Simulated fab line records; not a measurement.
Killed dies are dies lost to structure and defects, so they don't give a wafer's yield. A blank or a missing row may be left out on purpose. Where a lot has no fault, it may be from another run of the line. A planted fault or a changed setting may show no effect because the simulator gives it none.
Lot-split experiment + flow n5_finfet + 21 wafers read across 7 lots, on a route 1938 steps long

== ON THE SPLIT ==
At N5_BEOL_M12_EXPOSE_07 (exposes mask V11), the setting dose_mj was moved away from the recipe's 32.5 on 5 of the 21 wafers read, by +2.7% to +5.9%. This setting was run at the recipe's value on the other wafers.

== FROM THE SPLIT TO THE READING: what the file shows between them, 3 steps ==
- N5_BEOL_M12_PEB_08: peb time 90 s
- N5_BEOL_M12_DEVELOP_09: develop time 45 s
- N5_BEOL_M12_HARDBAKE_14: time 120 s

== THE READING ==
cd_nm (nm) at N5_BEOL_M12_CD_MEAS_10, where the cd target is 140 nm. Typical for fault-free wafers on this fab line: 140.7 nm, with standard deviation 1.7 nm.

| wafer  | tool, chamber at the split | dose_mj as run | against the recipe | cd_nm, nm | against lot-mates on the recipe |
|--------|----------------------------|----------------|--------------------|-----------|---------------------------------|
| L075.4 | krf_scanner-01, 0          | 34.41          | +5.9%              | 146.1     | no lot-mate on the recipe       |
| L075.5 | krf_scanner-01, 0          | 34.41          | +5.9%              | 146.3     | no lot-mate on the recipe       |
| L075.6 | krf_scanner-01, 0          | 34.41          | +5.9%              | 143.8     | no lot-mate on the recipe       |
| L079.2 | krf_scanner-01, 0          | 32.5           | recipe             | 138.4     | -                               |
| L079.3 | krf_scanner-01, 0          | 32.5           | recipe             | 139.1     | -                               |
| L079.4 | krf_scanner-01, 0          | 34.2           | +5.2%              | 145.9     | +7.2                            |
| L083.3 | krf_scanner-01, 0          | 32.5           | recipe             | 142.7     | -                               |
| L083.5 | krf_scanner-01, 0          | 32.5           | recipe             | 141.0     | -                               |
| L083.6 | krf_scanner-01, 0          | 32.5           | recipe             | 143.3     | -                               |
| L082.1 | krf_scanner-02, 0          | 32.5           | recipe             | 143.2     | -                               |
| L082.3 | krf_scanner-02, 0          | 32.5           | recipe             | 140.6     | -                               |
| L082.4 | krf_scanner-02, 0          | 32.5           | recipe             | 142.3     | -                               |
| L086.1 | krf_scanner-01, 0          | 32.5           | recipe             | 141.5     | -                               |
| L086.3 | krf_scanner-01, 0          | 32.5           | recipe             | 142.4     | -                               |
| L086.5 | krf_scanner-01, 0          | 32.5           | recipe             | 142.7     | -                               |
| L092.1 | krf_scanner-01, 0          | 32.5           | recipe             | 143.3     | -                               |
| L092.3 | krf_scanner-01, 0          | 32.5           | recipe             | 143.6     | -                               |
| L092.4 | krf_scanner-01, 0          | 32.5           | recipe             | 142.8     | -                               |
| L094.1 | krf_scanner-02, 0          | 33.39          | +2.7%              | 145.8     | +5.5                            |
| L094.4 | krf_scanner-02, 0          | 32.5           | recipe             | 140.1     | -                               |
| L094.6 | krf_scanner-02, 0          | 32.5           | recipe             | 140.6     | -                               |

FIT RESULTS
A straight line over all 21 wafers: cd_nm changes by +0.693 nm for each +1% of dose_mj; r = +0.72; the points scatter about the line by 1.6 nm.
The same after taking each lot's own level away (the mean of its wafers on the recipe; 18 wafers): +1.49 nm for each +1%; r = +0.93; scatter 0.79 nm.
According to that fit, moving dose_mj by its largest amount changes the reading by 8.8 nm.
From 138.75 to 143.23 nm: that is the span of the lots' own levels, equal to 2.6 times the standard deviation above.
So the lot-to-lot level blurs the effect unless lot-mates are compared.
Check: with one of the wafers moved furthest among these (+5.2%) left out of the fit, the line predicts +10.4 nm for it against its lot-mates. Against them it came out at +7.15 nm.

== THE OTHER SPLITS THESE WAFERS WENT THROUGH ==
Before the reading, these wafers also passed through other splits. Each is held against what the fit with the lots' levels taken away leaves over:
| other split on the same wafers      | wafers away from the commonest value | r with cd_nm (lot level and that fit taken away) |
|-------------------------------------|--------------------------------------|--------------------------------------------------|
| N5_BEOL_M10_PEB_26 peb_time_s       | 8                                    | +0.00                                            |
| N5_BEOL_M10_TRENCH_ETCH_37 source_w | 7                                    | -0.01                                            |
| N5_BEOL_M11_ILD_DEP_00 time_s       | 6                                    | -0.05                                            |
| N5_BEOL_M11_HM_DEP_02 target_thk_a  | 8                                    | +0.21                                            |

== FILE'S OWN FIT ==
cd_nm changes by +1.49 nm for each +1% of dose_mj, r = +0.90.
